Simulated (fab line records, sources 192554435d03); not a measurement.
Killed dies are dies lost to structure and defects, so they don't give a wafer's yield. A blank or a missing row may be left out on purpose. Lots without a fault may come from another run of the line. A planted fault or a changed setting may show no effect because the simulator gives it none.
fab line records | flow n5_finfet | part 2 of 2: steps 19 to 22 of 22
record lots=5 wafers=15 last_day=17
route steps=1938 shown BEOL_M15@1791
lots that met no fault: from a run of the same line without faults
start_h: hours from the record's first day to the start of the lot's first wafer shown | wait_h: hours since the lot's step before | " the same as in the row above | L1.1+2: a row that stands for several wafers | - no value, or no start given | * or withheld: withheld | < > ~ a bound
route shown NAME@n: a module of which the file shows steps, and the number in the route of the first | usual: mean/standard deviation of fault-free wafers | same: alike in all rows | chamber/n: place in a boat | sites: the reading at each site | _std_site: their standard deviation | _edge_site: outer sites' mean less inner sites' | radius_mm: how far each site lies from the wafer's centre | mask NAME#n: copy n | behind: the tool/chamber that last shaped the wafer | hold: why the lot was held/for how many hours/how that ended | device: the transistor (n, p or np) that didn't switch | end of line: the same wafers' tests at the end of the route | a step without rows: its recipe alone | killed: dies lost to structure and defects at the first sort, not the wafer's yield | map: a wafer's dies, x killed, . not, _ none there
set.NAME: the setting as run; set.NAME@STEP: as run at that earlier step | model.NAME: the simulator's own value behind a step, which no gauge read
lots at some steps of the route; a table a step, a row a wafer
services: from which hour (start_h, from the record's first day; less than 0 if before it) a tool's chamber was out of use, for how many hours, and why
## steps
# step N5_BEOL_M15_TRENCH_ETCH_34
# recipe chemistry=C4F8/O2/Ar target=SiO2 target_depth_a=8729.3 he_inner_torr=15 he_outer_torr=30 time_s=199 ion_energy_ev=800 pressure_mtorr=20 source_w=1905 bias_w=2040 Ar_flow_sccm=400 C4F8_flow_sccm=16 O2_flow_sccm=12
# usual chamber_pressure_mTorr=19.999/0.019 drypump_motor_current_A=5.8/0.39 oes_product_au=0.79/0.098 rf_fwd_power_W=1900/6.6 rf_vpp_V=2216/27 showerhead_plenum_p_Torr=3.40/0.13 throttle_valve_pct=31.0/0.35
# columns lot.wafer tool chamber start_h wait_h chamber_pressure_mTorr drypump_motor_current_A oes_product_au rf_fwd_power_W rf_hours_counter_h rf_vpp_V showerhead_plenum_p_Torr throttle_valve_pct
L082.2 rie_diel-01 3 303.29 0.0 19.992 5.6 0.69 1894 229 2214 3.55 31.3
L082.3 " 2 " " 19.990 5.2 0.86 1900 44 2241 3.35 30.9
L082.6 " 1 " " 20.024 6.1 0.67 1901 - 2220 3.38 31.1
L086.3 rie_diel-06 2 321.57 0.0 20.012 5.7 0.75 1903 175 2189 3.17 31.1
L086.5 " 0 " " 19.998 5.7 0.71 1893 - 2188 3.42 31.2
L086.6 " 1 " " 19.985 5.2 0.91 1899 - 2202 3.36 30.2
L087.2 rie_diel-01 2 341.42 0.0 19.995 5.2 0.84 1889 60 2239 3.34 30.9
L087.4 " 3 " " 19.999 5.6 0.68 1904 - 2212 3.54 31.3
L087.5 " 2 " " 20.005 5.2 0.83 1883 - 2240 3.34 30.9
L093.1 rie_diel-05 2 377.12 0.0 19.984 6.2 0.90 1905 32 2293 3.64 30.4
L093.2 " 1 " " 20.024 6.0 0.71 1906 228 2201 3.40 30.7
L093.3 " 0 " " 20.002 6.4 0.85 1897 56 2214 3.60 31.1
L095.1 rie_diel-05 1 389.07 0.0 20.014 6.0 0.70 1903 233 2201 3.40 30.8
L095.2 " 2 " " 20.013 6.2 0.90 1908 37 2293 3.64 30.5
L095.6 " 2 " " 19.977 6.2 0.90 1915 - 2293 3.64 30.5
# step N5_BEOL_M15_STRIP_36
# recipe chemistry=O2 power_w=600 temp_c=60 pressure_mtorr=30 rf_frequency_hz=6e+07 bias_power_w=0 overash_fraction=0.3 o2_flow_sccm=225
# usual chamber_pressure_mTorr=29.99/0.048 drypump_motor_current_A=5.9/0.38 o2_flow_sccm=225.0/0.65 oes_product_au=0.81/0.11 rf_vpp_V=3.6/0.83 showerhead_plenum_p_Torr=2.11/0.092 temp_c=60.01/0.12 throttle_valve_pct=16.66/0.29
# columns lot.wafer tool chamber start_h wait_h chamber_pressure_mTorr drypump_motor_current_A o2_flow_sccm oes_product_au rf_hours_counter_h rf_vpp_V showerhead_plenum_p_Torr temp_c throttle_valve_pct
L082.2 rie_diel-05 2 305.87 2.4 29.94 6.2 225.5 0.95 12 3.7 2.24 59.96 16.18
L082.3 " 0 " " 29.96 6.4 223.9 0.87 34 3.7 2.22 60.09 16.80
L082.6 " 0 " " 29.89 6.4 225.7 0.87 - 4.0 2.22 60.03 16.80
L086.3 rie_diel-01 2 333.57 11.8 30.09 5.2 225.4 0.85 57 4.0 2.05 59.85 16.62
L086.5 " 2 " " 30.00 5.2 224.9 0.82 - 4.6 2.05 59.90 16.58
L086.6 " 3 " " 29.91 5.6 225.4 0.68 - 4.6 2.16 59.98 17.05
L087.2 rie_diel-06 0 342.16 0.5 29.95 5.7 225.5 0.71 209 3.6 2.06 60.11 16.83
L087.4 " 2 " " 30.07 5.6 224.2 0.76 181 4.0 1.91 59.99 16.86
L087.5 " 1 " " 29.98 5.2 224.7 0.90 - 4.0 2.05 60.06 16.16
L093.1 rie_diel-01 2 378.23 0.9 29.95 5.2 224.8 0.80 73 3.3 2.04 60.16 16.64
L093.2 " 0 " " 30.05 6.2 226.1 0.93 8 2.8 2.23 60.03 16.34
L093.3 " 3 " " 29.99 5.6 223.7 0.99 2 3.2 2.16 59.98 16.61
L095.1 rie_diel-06 3 390.45 1.2 29.89 6.2 225.0 0.70 223 3.5 2.07 59.98 17.18
L095.2 " 0 " " 29.99 5.6 224.8 0.69 223 2.6 2.05 59.95 16.82
L095.6 " 1 " " 29.98 5.2 225.7 0.87 - 5.3 2.05 59.98 16.19
# step N5_BEOL_M15_STRIP_62
# recipe chemistry=O2 power_w=600 temp_c=60 pressure_mtorr=30 rf_frequency_hz=6e+07 bias_power_w=0 overash_fraction=0.3 o2_flow_sccm=225
# usual chamber_pressure_mTorr=29.997/0.026 drypump_motor_current_A=5.9/0.38 o2_flow_sccm=225.0/0.67 oes_product_au=0.81/0.11 rf_vpp_V=3.6/0.51 showerhead_plenum_p_Torr=2.11/0.092 temp_c=60.00/0.13 throttle_valve_pct=16.66/0.29
# columns lot.wafer tool chamber start_h wait_h chamber_pressure_mTorr drypump_motor_current_A o2_flow_sccm oes_product_au rf_hours_counter_h rf_vpp_V showerhead_plenum_p_Torr temp_c throttle_valve_pct
L082.2 rie_diel-05 2 - - 29.964 6.2 223.7 0.93 12 3.3 2.24 60.06 16.17
L082.3 " 0 " " 30.032 6.4 224.1 0.87 34 2.7 2.22 60.20 16.80
L082.6 " 0 " " 29.997 6.4 224.7 0.87 - 3.7 2.22 59.97 16.81
L086.3 rie_diel-01 2 - - 29.965 5.2 224.5 0.83 57 3.4 2.05 59.94 16.59
L086.5 " 2 " " 30.024 5.2 224.9 0.83 - 3.7 2.05 60.11 16.62
L086.6 " 3 " " 29.975 5.6 225.6 0.68 - 4.8 2.16 60.15 17.03
L087.2 rie_diel-06 0 - - 30.012 5.7 224.8 0.72 209 4.4 2.06 60.04 16.81
L087.4 " 2 " " 30.005 5.6 225.6 0.75 181 3.3 1.91 60.10 16.86
L087.5 " 1 " " 29.969 5.2 225.0 0.90 - 3.5 2.05 60.04 16.17
L093.1 rie_diel-01 2 - - 29.989 5.2 224.6 0.81 73 2.4 2.04 60.09 16.63
L093.2 " 0 " " 29.981 6.2 225.8 0.92 8 3.7 2.24 60.18 16.35
L093.3 " 3 " " 30.002 5.6 224.9 0.99 2 3.2 2.16 59.94 16.59
L095.1 rie_diel-06 3 - - 30.034 6.2 226.7 0.70 223 3.7 2.07 59.92 17.19
L095.2 " 0 " " 30.032 5.6 225.3 0.70 223 3.5 2.05 59.92 16.82
L095.6 " 1 " " 29.991 5.2 225.2 0.87 - 5.1 2.05 59.94 16.22
# step N5_BEOL_M15_STRIP_37
# recipe chemistry=O2 power_w=600 temp_c=60 pressure_mtorr=30 rf_frequency_hz=6e+07 bias_power_w=0 overash_fraction=0.3 o2_flow_sccm=225
# usual chamber_pressure_mTorr=30.00/0.037 drypump_motor_current_A=5.9/0.38 o2_flow_sccm=225.1/0.6 oes_product_au=0.81/0.11 rf_vpp_V=3.7/0.7 showerhead_plenum_p_Torr=2.11/0.092 temp_c=59.99/0.12 throttle_valve_pct=16.66/0.29
# columns lot.wafer tool chamber start_h wait_h chamber_pressure_mTorr drypump_motor_current_A o2_flow_sccm oes_product_au rf_hours_counter_h rf_vpp_V showerhead_plenum_p_Torr temp_c throttle_valve_pct
L082.2 rie_diel-05 2 - - 30.03 6.2 224.7 0.94 12 4.0 2.24 59.96 16.17
L082.3 " 0 " " 30.01 6.4 224.4 0.88 34 3.1 2.22 60.07 16.80
L082.6 " 0 " " 29.97 6.4 224.4 0.88 - 2.8 2.22 60.00 16.80
L086.3 rie_diel-01 2 - - 30.03 5.2 225.8 0.83 57 4.5 2.05 59.87 16.61
L086.5 " 2 " " 30.03 5.2 225.7 0.84 - 4.0 2.05 59.93 16.61
L086.6 " 3 " " 29.98 5.6 225.7 0.68 - 4.1 2.16 59.89 17.03
L087.2 rie_diel-06 0 - - 29.93 5.7 225.9 0.71 209 2.9 2.06 60.19 16.81
L087.4 " 2 " " 30.09 5.6 224.6 0.75 182 4.4 1.91 60.03 16.87
L087.5 " 1 " " 30.03 5.2 224.6 0.90 - 5.2 2.06 60.07 16.17
L093.1 rie_diel-01 2 - - 30.01 5.3 224.6 0.81 73 3.8 2.04 60.10 16.63
L093.2 " 0 " " 29.89 6.2 225.2 0.93 8 3.7 2.24 60.13 16.37
L093.3 " 3 " " 29.99 5.6 225.7 0.98 2 4.2 2.16 60.11 16.60
L095.1 rie_diel-06 3 - - 30.00 6.2 224.6 0.69 223 2.4 2.07 59.75 17.17
L095.2 " 0 " " 29.97 5.7 225.5 0.70 223 4.1 2.05 60.04 16.86
L095.6 " 1 " " 29.99 5.2 225.3 0.88 - 3.9 2.05 60.01 16.22
## services
# columns tool chamber start_h hours kind
krf_scanner-01 - 282.70 4.0 pm
rie_diel-01 1 303.50 - clean
rie_diel-01 1 303.50 - consumable_replace:focus_ring
rie_diel-01 1 303.50 23.9 scheduled_down
rie_diel-01 1 303.50 23.9 vent_cycle
krf_scanner-02 - 314.89 0.8 pm
krf_scanner-01 - 319.42 0.8 pm
litho_track-02 - 320.03 - consumable_replace:filter
rie_diel-01 0 327.72 - clean
rie_diel-01 0 327.72 - consumable_replace:focus_ring
rie_diel-01 0 327.72 - consumable_replace:showerhead
wet_bench-02 - 343.48 1.4 repair
krf_scanner-01 - 346.28 1.3 pm
krf_scanner-02 - 348.62 1.3 pm
rie_diel-01 3 354.42 - clean
rie_diel-01 3 354.42 - consumable_replace:focus_ring
rie_diel-01 3 354.42 17.7 scheduled_down
rie_diel-01 3 354.42 17.7 vent_cycle
litho_track-01 - 366.72 - consumable_replace:filter
rie_diel-05 - 370.65 0.8 repair
rie_diel-06 2 372.79 4.4 repair
krf_scanner-01 - 378.90 1.0 pm
wet_bench-02 - 380.14 37.2 repair
krf_scanner-02 - 387.50 3.6 repair
